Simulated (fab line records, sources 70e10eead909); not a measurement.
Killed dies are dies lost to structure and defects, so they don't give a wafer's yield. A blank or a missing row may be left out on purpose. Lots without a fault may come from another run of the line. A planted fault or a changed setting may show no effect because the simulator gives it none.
A struck lot beside a sound one | flow nand_harc | 15 steps out of a route of 1302
Sound: wafers L536.1, L536.2, L536.5. Struck: wafers L531.3, L531.6. (L531.2 of the same lot was not struck and is left out.) The cause comes at the end.
At each step with rows: each side's tool, then ch and its chambers, then its first start. Under that, the readings that differ: sound wafers | struck wafers | difference of the means | sigmas: that difference in standard deviations of wafers without a fault.
alike: readings whose means differ by less than 2 such deviations, and words and numbers that are the same on both sides. not compared: withheld readings, readings that some wafer has no value for, bounds like >300 that may hide the same value, and numbers for which the record gives no deviation and whose values overlap.
The two part at a step that has a row with sigmas, a row that says differs or no value, or rows on one side only. Numbers that don't overlap but have no deviation are shown without sigmas and don't part them. A reading that every wafer of one side lacks parts them only if that side has two wafers or more.

NHARC_A_DECK1_JOINT_CMP_02: polishes SiOx.
  sound on cmp-04 ch 0,1,2, day 18 11:34; struck on cmp-03 ch 2,3, day 15 23:13
  alike: motor_current_A
  not compared: pad_life_wafers
then, 1 step without rows for these wafers: NHARC_A_DECK1_JOINT_SRD_15.
NHARC_A_DECK1_JOINT_DEP_16: deposits SiO2, target thk 45 nm.
  sound on pecvd-04 ch 0,2, day 18 11:58; struck on pecvd-04 ch 1,2, day 15 23:38
  alike: chamber_pressure_Torr, heater_power_w, susceptor_temp_C, throttle_valve_pct
NHARC_A_DECK1_JOINT_THK_MEAS_17: measures by ellipsometry.
  sound on film_metro-01, day 18 12:15; struck on film_metro-02, day 15 23:53
  alike: thk_nm
NHARC_A_DECK1_JOINT_INSPECT_05:
  sound on defect_inspect-02, day 18 12:17; struck on defect_inspect-02, day 15 23:55
  alike: raw_defect_count
then, 1 step without rows for these wafers: NHARC_A_ONON_D2_DEP_00 (target thk 1000 nm).
NHARC_A_ONON_D2_THK_MEAS_02: measures by ellipsometry.
  sound on film_metro-02, day 18 12:52; struck on film_metro-01, day 16 00:29
  alike: thk_nm
then, 1 step without rows for these wafers: NHARC_A_ONON_D2_DEP_03 (target thk 1000 nm).
NHARC_A_ONON_D2_THK_MEAS_05: measures by ellipsometry.
  sound on film_metro-01, day 18 13:26; struck on film_metro-01, day 16 01:04
  alike: thk_nm
then, 1 step without rows for these wafers: NHARC_A_ONON_D2_DEP_06 (target thk 1000 nm).
NHARC_A_ONON_D2_THK_MEAS_08: measures by ellipsometry.
  sound on film_metro-02, day 18 13:59; struck on film_metro-01, day 16 01:38
  alike: thk_nm
NHARC_A_ONON_D2_DEP_09: target thk 1000 nm.
  sound on pecvd_onon-01 ch 0, day 18 14:03; struck on pecvd_onon-01 ch 0, day 16 01:44
  reading              | sound                | struck        | difference | sigmas
  susceptor_temp_C (C) | 400.38 400.18 400.26 | 399.62 399.93 | -0.50      | -2
  alike: nh3_flow_sccm
NHARC_A_ONON_D2_THK_MEAS_11: measures by ellipsometry.
  sound on film_metro-01, day 18 14:34; struck on film_metro-02, day 16 02:11
  reading     | sound          | struck    | difference | sigmas
  thk_nm (nm) | 1008 1006 1009 | 1076 1078 | +69        | +7
then, 1 step without rows for these wafers: NHARC_A_ONON_D2_DEP_12 (target thk 1000 nm).
-- the record jumps here: 12 days lie between the struck wafers' starts before and after (it left off in module A_ONON_D2 and takes up again in module END, whose first step shown is number 1302 of the route) --
NHARC_END_SORT_01:
  sound on prober-01 ch 0, day 30 08:33; struck on prober-02 ch 0, day 28 11:13
  alike: killed_at_array, killed_at_other, killed_at_periphery, killed_dies, killed_open, killed_short

WHERE THEY PART
First at NHARC_A_ONON_D2_DEP_09; last, within this record, at NHARC_A_ONON_D2_THK_MEAS_11. Later steps at which nothing parts them and some readings are alike: NHARC_END_SORT_01.

WHY: what the simulator had put in
Process parameter drift: pecvd_onon-01, from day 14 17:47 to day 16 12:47, at NHARC_A_ONON_D2_DEP_09. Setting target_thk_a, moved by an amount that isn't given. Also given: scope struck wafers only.
